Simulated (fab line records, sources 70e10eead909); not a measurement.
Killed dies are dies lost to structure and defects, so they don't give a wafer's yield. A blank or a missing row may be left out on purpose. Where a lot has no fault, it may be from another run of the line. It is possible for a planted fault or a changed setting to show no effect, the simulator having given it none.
Chamber matching :: flow nand harc :: NHARC_P_CONTACT_CMP_01 on cmp-03 has 4 sister chambers
The step polishes SiO2, target thk 200 nm. 8 wafers are shown with their chamber, then 7 later ones without.

== WAFERS WITH THEIR CHAMBER ==
wafer: L263.1
chamber: 2
motor current A (A): 12.3
edge zone pressure frac: 0.997

wafer: L263.2
chamber: 3
motor current A (A): 13.2
edge zone pressure frac: 0.993

wafer: L263.3
chamber: 1
motor current A (A): 11.8
edge zone pressure frac: 0.994

wafer: L264.3
chamber: 0
motor current A (A): 11.3
edge zone pressure frac: 1.011

wafer: L264.5
chamber: 1
motor current A (A): 12.9
edge zone pressure frac: 1.003

wafer: L264.6
chamber: 0
motor current A (A): 11.1
edge zone pressure frac: 1.000

wafer: L268.1
chamber: 2
motor current A (A): 12.2
edge zone pressure frac: 0.995

wafer: L268.4
chamber: 3
motor current A (A): 12.8
edge zone pressure frac: 1.004

== WAFERS WHOSE CHAMBER IS MISSING ==
wafer: L268.5
motor current A (A): 13.5
edge zone pressure frac: 0.997

wafer: L269.1
motor current A (A): 11.9
edge zone pressure frac: 1.001

wafer: L269.4
motor current A (A): 13.4
edge zone pressure frac: 1.005

wafer: L269.5
motor current A (A): 12.3
edge zone pressure frac: 0.992

wafer: L267.1
motor current A (A): 12.5
edge zone pressure frac: 1.005

wafer: L267.2
motor current A (A): 14.2
edge zone pressure frac: 0.994

wafer: L267.3
motor current A (A): 12.3
edge zone pressure frac: 1.006

== WHICH CHAMBER EACH ONE RAN IN ==
wafer: L268.5
from the rows above: can't be placed: 3 or 1 or 2
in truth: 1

wafer: L269.1
from the rows above: can't be placed: 1 or 2 or 0 or 3
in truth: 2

wafer: L269.4
from the rows above: can't be placed: 3 or 1 or 2
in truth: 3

wafer: L269.5
from the rows above: can't be placed: 2 or 1 or 3
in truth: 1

wafer: L267.1
from the rows above: can't be placed: 1 or 2 or 3
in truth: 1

wafer: L267.2
from the rows above: can't be placed: 3 or 1 or 2
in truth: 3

wafer: L267.3
from the rows above: can't be placed: 1 or 2 or 3 or 0
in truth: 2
Correct placement for 0 of the 7. Not placeable from these rows: 7 (in 7, the candidates include the true chamber). Wrongly placed: 0.
How it was worked out, from the rows above alone: a wafer's distance from a chamber is the root of the sum, over the readings, of the square of ((its reading less the chamber's mean) divided by the reading's scatter). The wafer belongs to the nearest chamber; if the next one is less than 2 further off, it can't be placed. A chamber's mean is the mean of its shown wafers. How the scatter is found: for the shown wafers, subtract from each reading the mean of its chamber, square and add these, divide the total by (wafers less chambers), then take the root.
